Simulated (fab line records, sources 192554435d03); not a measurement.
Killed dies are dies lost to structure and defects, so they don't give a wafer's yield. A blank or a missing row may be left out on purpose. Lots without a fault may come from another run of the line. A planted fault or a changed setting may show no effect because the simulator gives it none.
One fault seen from 3 desks | flow n5_finfet | each desk has only its own numbers; what lay behind them comes last

THE METROLOGY DESK
What the gauges read, lot by lot, whatever tool the lot ran on: means of the sampled wafers that have a number. A lot is out of limits, marked OUT, if its mean lies more than 4 standard deviations from the usual mean; the brackets give that distance.
Columns: A = M5_THK at N5_BEOL_M5_THK_MEAS_53, usual 61.2 nm; B = M5_RS at N5_BEOL_M5_RS_MEAS_57, usual 0.388 ohm/sq; C = M6_ILD_THK at N5_BEOL_M6_THK_MEAS_01, usual 154.6 nm; D = cd_nm at N5_BEOL_M6_CD_MEAS_11, usual 38.7 nm; E = M6_OVL at N5_BEOL_M6_OVL_MEAS_12, usual 0.3 nm; F = cd_nm at N5_BEOL_M6_CD_MEAS_18, usual 40.1 nm
lot  | first seen here | A    | B     | C     | D    | E    | F
L513 | day 9 07:10     | 57.7 | 0.414 | 154.1 | 38.5 | 0.3  | 40.2
L514 | day 10 01:32    | 60.1 | 0.396 | 153.4 | 39.6 | 0.1  | 40.7
L516 | day 10 06:05    | 62.1 | 0.382 | 154.7 | 37.9 | 0.4  | 39.1
L523 | day 11 23:14    | 60.4 | 0.394 | 153.7 | 39.1 | 0.5  | 40.5
L524 | day 12 10:41    | 62.4 | 0.388 | 152.0 | 38.7 | -0.2 | 40.1
This desk's finding: nothing out of limits on any of the 5 lots.

THE TOOL OWNER'S DESK: pecvd-02
The tool's own readings at N5_BEOL_M6_PECVD_70 (deposits SiO2 from TEOS/O2, target thk 20 nm, time 22.7 s): means of the sampled wafers that have a number, for each lot that ran on this tool. A lot is out of limits, marked OUT, if its mean lies more than 4 standard deviations from the usual mean; the brackets give that distance.
Columns: A = heater_power_w at N5_BEOL_M6_PECVD_70, usual 717 W; B = showerhead_plenum_p_Torr at N5_BEOL_M6_PECVD_70, usual 8.78 Torr; C = showerhead_vpp_V at N5_BEOL_M6_PECVD_70, usual 1284 V; D = susceptor_temp_C at N5_BEOL_M6_PECVD_70, usual 400.01 C; E = throttle_valve_pct at N5_BEOL_M6_PECVD_70, usual 21.8 %
lot  | first seen here | A   | B    | C    | D                | E
L513 | day 9 08:07     | 770 | 8.77 | 1192 | 400.17           | 21.6
L514 | day 10 03:07    | 704 | 8.77 | 1221 | 399.99           | 21.8
L523 | day 12 00:11    | 826 | 8.79 | 1203 | 403.11 (+14) OUT | 21.8
This desk's finding: out of limits on L523; first on L523, day 12 00:11 (susceptor_temp_C at N5_BEOL_M6_PECVD_70). In limits: L513, L514.

THE DEFECT DESK
What the inspections along the route counted, lot by lot: means of the sampled wafers that have a number. A lot is out of limits, marked OUT, if its mean lies more than 4 standard deviations from the usual mean; the brackets give that distance.
Columns: A = raw_defect_count at N5_BEOL_M5_INSPECT_58, usual 69; B = raw_defect_count at N5_BEOL_M6_INSPECT_13, usual 417
lot  | first seen here | A   | B
L513 | day 9 07:28     | 61  | 353
L514 | day 10 01:50    | 51  | 408
L516 | day 10 06:23    | 70  | 360
L523 | day 11 23:32    | 62  | 563
L524 | day 12 10:59    | 123 | 511
This desk's finding: nothing out of limits on any of the 5 lots.

PUT TOGETHER
The tool owner's desk could have raised an alarm at day 12 00:11, on L523.
The metrology desk saw nothing out of limits.
The defect desk saw nothing out of limits.
The metrology desk has L523 on record, within its limits.
The defect desk has L523 on record, within its limits.
Of the lots named, all ran N5_BEOL_M6_PECVD_70 on pecvd-02.

WHAT THE SIMULATOR HAD PUT IN
Process parameter drift: pecvd-02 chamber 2, from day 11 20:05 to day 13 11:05, at N5_BEOL_M6_PECVD_70. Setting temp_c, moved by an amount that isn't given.
Lots struck among those shown: L523.
Hours from the fault's start to each desk's first reading out of limits: the tool owner's desk, 4.
